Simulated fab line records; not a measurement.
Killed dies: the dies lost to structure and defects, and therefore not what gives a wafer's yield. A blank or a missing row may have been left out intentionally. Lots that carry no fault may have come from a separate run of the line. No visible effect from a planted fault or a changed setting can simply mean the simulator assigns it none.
Split-lot experiment    flow n5-finfet    route with 1938 steps; 7 lots, 21 wafers read

THE SPLIT
At N5_BEOL_M8_ILD_DEP_00 (deposits SiCOH lowk from DEMS/porogen, target thk 179.75 nm, time 33.4 s), the setting time-s was moved away from the recipe's 33.4 s on 6 of the 21 wafers read, by +4.4% to +11.6%. The other wafers ran this setting at the recipe's value.

FROM THE SPLIT ON TO THE READING: in between, the file shows 1 step
- N5_BEOL_M8_CURE_74: cures SiCOH lowk, time 240 s

THE READING
M8_ILD_THK in nanometres, read at N5_BEOL_M8_THK_MEAS_01. Typical for fault-free wafers on this fab line: 155.0 nm, with standard deviation 2.1 nm.

wafer   tool, chamber at the split  time-s as run, s  against the recipe  M8_ILD_THK, nm  against lot-mates on the recipe
L074.2  pecvd-04, 2                 33.4              recipe              155.7           -
L074.3  pecvd-04, 1                 37.26             +11.6%              175.0           +19.3
L074.4  pecvd-04, 2                 37.26             +11.6%              175.3           +19.6
L076.1  pecvd-01, 1                 35.65             +6.7%               162.7           +8.6
L076.2  pecvd-01, 2                 33.4              recipe              154.1           -
L076.4  pecvd-01, 0                 35.65             +6.7%               165.9           +11.8
L081.1  pecvd-02, 0,1               33.4              recipe              150.9           -
L081.2  pecvd-02, 0,1               33.4              recipe              151.0           -
L081.4  pecvd-02, 0                 33.4              recipe              154.7           -
L083.3  pecvd-02, 2                 33.4              recipe              153.8           -
L083.4  pecvd-02, 2                 35.27             +5.6%               165.6           +11.0
L083.6  pecvd-02, 1                 33.4              recipe              155.3           -
L086.2  pecvd-01, 0                 33.4              recipe              153.4           -
L086.4  pecvd-01, 1                 33.4              recipe              155.7           -
L086.5  pecvd-01, 0                 34.87             +4.4%               162.0           +7.4
L088.1  pecvd-02, 0                 33.4              recipe              154.4           -
L088.3  pecvd-02, 1                 33.4              recipe              155.6           -
L088.4  pecvd-02, 0                 33.4              recipe              156.8           -
L090.2  pecvd-04, 0                 33.4              recipe              158.1           -
L090.3  pecvd-04, 2                 33.4              recipe              157.4           -
L090.5  pecvd-04, 2                 33.4              recipe              159.8           -
Rows listing several chambers each stand for several wafers; the file does not say which wafer went through which chamber.

THE FIT
A straight line over all 21 wafers: M8_ILD_THK changes by +1.66 nm for each +1% of time-s; r = +0.95; the points scatter about the line by 2.3 nm.
The same after taking each lot's own level away (the mean of its wafers on the recipe; 21 wafers): +1.67 nm for each +1%; r = +0.98; scatter 1.2 nm.
Per that fit: largest time-s move, reading shift of 19 nm.
The lots' own levels span 152.20 to 158.43 nm, that is 3.0 times the standard deviation above.
Hence the lot-to-lot level has little effect on the slope; both slopes agree.
Check: for one of the wafers moved furthest among these (+11.6%), held out of the fit, the line's prediction against its lot-mates is +19.3 nm. Against them it came out at +19.3 nm.

OTHER SPLITS ON THESE WAFERS
Before the reading, these wafers also passed through other splits. Each is held against what the fit with the lots' levels taken away leaves over:
other split on the same wafers    wafers away from the commonest value  r with M8_ILD_THK (lot level and that fit taken away)
N5_BEOL_M6_TRENCH_ETCH_37 time-s  7                                     -0.15

THE WHOLE CHAIN: every reading that the file lists as answering this split, in the file's order
step                    what it does                                                              reading                                                                                   change (the file's fit)               r (the file's)
N5_BEOL_M8_ILD_DEP_00   deposits SiCOH lowk from DEMS/porogen, target thk 179.75 nm, time 33.4 s  SiCOH_lowk_of_BEOL_M8_ILD_DEP_00.thk-nm (the simulator's own value, which no gauge read)  +1.97 nm for each +1% of the setting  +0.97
N5_BEOL_M8_CURE_74      cures SiCOH lowk, time 240 s                                              SiCOH_lowk_of_BEOL_M8_ILD_DEP_00.thk-nm (the simulator's own value, which no gauge read)  +1.71 nm for each +1% of the setting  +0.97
N5_BEOL_M8_THK_MEAS_01                                                                            M8_ILD_THK                                                                                +1.69 for each +1% of the setting     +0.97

THE FILE'S OWN FIT
M8_ILD_THK changes by +1.69 nm for each +1% of time-s, r = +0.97.
